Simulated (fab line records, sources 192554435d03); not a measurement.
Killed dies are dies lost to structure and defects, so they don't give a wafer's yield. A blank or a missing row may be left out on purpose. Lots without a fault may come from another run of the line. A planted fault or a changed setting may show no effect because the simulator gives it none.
Chamber matching | flow n5_finfet | N5_BEOL_M3_ETCH_63 on rie_diel-02: 4 sister chambers
The step etches SiARC in CF4, target depth 15.6 nm, time 26 s. 7 wafers are shown with their chamber, then 10 later ones without.

WAFERS WITH THEIR CHAMBER
wafer  | chamber | throttle_valve_pct (%) | oes_product_au (a.u.)
L080.5 | 3       | 15.68                  | 0.63
L080.6 | 2       | 15.80                  | 0.60
L084.3 | 0       | 15.04                  | 0.76
L084.4 | 2       | 15.81                  | 0.60
L084.5 | 0       | 15.04                  | 0.76
L087.1 | 1       | 15.45                  | 0.68
L087.4 | 3       | 15.70                  | 0.62

WAFERS WITHOUT THEIR CHAMBER
wafer  | throttle_valve_pct (%) | oes_product_au (a.u.)
L087.5 | 15.06                  | 0.75
L089.2 | 15.82                  | 0.59
L089.4 | 15.72                  | 0.62
L089.6 | 15.70                  | 0.61
L092.3 | 15.06                  | 0.75
L092.4 | 15.72                  | 0.62
L092.5 | 15.46                  | 0.68
L097.1 | 15.76                  | 0.61
L097.2 | 15.84                  | 0.58
L097.6 | 15.08                  | 0.73

WHICH CHAMBER EACH WENT THROUGH
wafer  | from the rows above | in truth
L087.5 | 0                   | 0
L089.2 | 2                   | 2
L089.4 | 3                   | 3
L089.6 | 3                   | 3
L092.3 | 0                   | 0
L092.4 | 3                   | 3
L092.5 | 1                   | 1
L097.1 | 2                   | 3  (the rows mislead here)
L097.2 | 2                   | 2
L097.6 | 0                   | 0
Placed correctly: 9 of 10. Can't be placed from these rows: 0. Placed wrongly: 1.
How it was worked out, from the rows above alone: a wafer's distance from a chamber is the root of the sum, over the readings, of the square of ((its reading less the chamber's mean) divided by the reading's scatter). The wafer belongs to the nearest chamber; if the next one is less than 2 further off, it can't be placed. A chamber's mean is the mean of its shown wafers. The scatter: the root of (the sum of the squares of (reading less its chamber's mean) over the shown wafers, divided by (wafers less chambers)).
